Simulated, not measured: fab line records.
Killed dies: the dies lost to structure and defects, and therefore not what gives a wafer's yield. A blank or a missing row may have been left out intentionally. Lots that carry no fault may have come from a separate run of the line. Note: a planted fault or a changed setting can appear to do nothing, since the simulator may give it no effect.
Comparing a struck lot with a sound one    flow n5 finfet    15 steps out of a route of 1938
Sound: wafers L178.1, L178.2, L178.6. Struck: wafer L196.2 (left out: L196.1, L196.4 of the same lot, which were not struck); the cause appears at the end.
For every step that has rows: the tool of each side, followed by ch and its chambers, followed by its first start. Under that, the readings that differ: sound wafers    struck wafers    difference of the means    sigmas: that difference in standard deviations of wafers without a fault.
alike: readings with means less than 2 such deviations apart, plus words and numbers identical on both sides. not compared: withheld readings, readings lacking a value on some wafer, bounds such as >300 that could conceal the same value, and numbers that have no deviation in the record and whose values overlap.
The two part at a step that has a row with sigmas, a row that says differs or no value, or rows on one side only. Numbers that don't overlap but have no deviation are shown without sigmas and don't part them. A reading that every wafer of one side lacks parts them only if that side has two wafers or more.

N5_START_INSPECT_01: inspects for defects (unpatterned scan).
  sound on defect inspect-01, day 1 12:02; struck on defect inspect-01, day 6 00:02
reading           sound  struck  difference  sigmas
raw defect count  4 4 6  11      +6          +3
then, 2 steps without rows for these wafers: N5_ZERO_LAYER_PRECLEAN_00 (cleans in SPM, time 600 s); N5_ZERO_LAYER_SRD_01 (time 30 s, dry time 30 s).
N5_ZERO_LAYER_PECVD_02: deposits SiO2 from SiH4/N2O, target thk 10 nm, time 6 s.
  sound on pecvd-01 ch 0,1,2, day 1 12:28; struck on pecvd-03 ch 0, day 6 00:17
  alike: chamber pressure Torr, heater power w, rf fwd power W, showerhead plenum p Torr, showerhead vpp V
then, 6 steps without rows for these wafers: N5_ZERO_LAYER_HMDS_04 (time 60 s); N5_ZERO_LAYER_COAT_05 (resist thk 1000 nm); N5_ZERO_LAYER_EBR_07; N5_ZERO_LAYER_SOFTBAKE_06 (time 90 s); N5_ZERO_LAYER_EXPOSE_08 (exposes mask ZERO, defocus 0 nm, target cd 2000 nm); N5_ZERO_LAYER_PEB_09.
N5_ZERO_LAYER_DEVELOP_10: develop time 60 s.
  sound on litho track-01 ch 0, day 1 12:50; struck on litho track-01 ch 0, day 6 00:40
  alike: developer temp C, resist line temp C
then, 1 step without rows for these wafers: N5_ZERO_LAYER_HARDBAKE_23 (time 120 s).
N5_ZERO_LAYER_CD_MEAS_11: target cd 2000 nm.
  sound on cd sem-03 ch 0, day 1 12:57; struck on cd sem-02 ch 0, day 6 00:46
  alike: cd nm
N5_ZERO_LAYER_DESCUM_16: chemistry O2, time 7.9 s.
  sound on rie diel-02 ch 1,2, day 1 12:59; struck on rie diel-03 ch 3, day 6 00:51
reading                      sound        struck  difference  sigmas
drypump motor current A (A)  5.8 4.9 4.8  6.4     +1.2        +3
  alike: chamber pressure mTorr, oes product au, rf fwd power W, rf vpp V, showerhead plenum p Torr, throttle valve pct
  not compared: rf hours counter h
-- the record jumps here: 10 days lie between the struck wafers' starts before and after (it left off in module ZERO_LAYER and takes up again in module BEOL_M4, whose first step shown is number 1111 of the route) --
N5_BEOL_M4_RC_MEAS_101:
  sound on prober-01 ch 0, day 12 06:59; struck on prober-01 ch 0, day 16 00:03
reading         sound           struck  difference  sigmas
DIBL_P (mV/V)   41.4 41.2 38.0  34.9    -5.3        -2
IOFF_N (nA/um)  0.26 0.26 0.18  0.13    -0.10       -3
IOFF_P (nA/um)  0.37 0.35 0.27  0.18    -0.15       -4
ION_N (uA/um)   700 701 677     664     -29         -2
ION_P (uA/um)   488 481 467     460     -19         -2
SS_N (mV/dec)   72.4 72.5 71.3  70.7    -1.4        -2
VT_P (mV)       -240 -240 -244  -253    -12         -4
  alike: DIBL_N, SS_P, VT_N

WHERE THEY PART
At N5_START_INSPECT_01 first; at N5_BEOL_M4_RC_MEAS_101 last (within this record only).

WHY: the cause the simulator had injected
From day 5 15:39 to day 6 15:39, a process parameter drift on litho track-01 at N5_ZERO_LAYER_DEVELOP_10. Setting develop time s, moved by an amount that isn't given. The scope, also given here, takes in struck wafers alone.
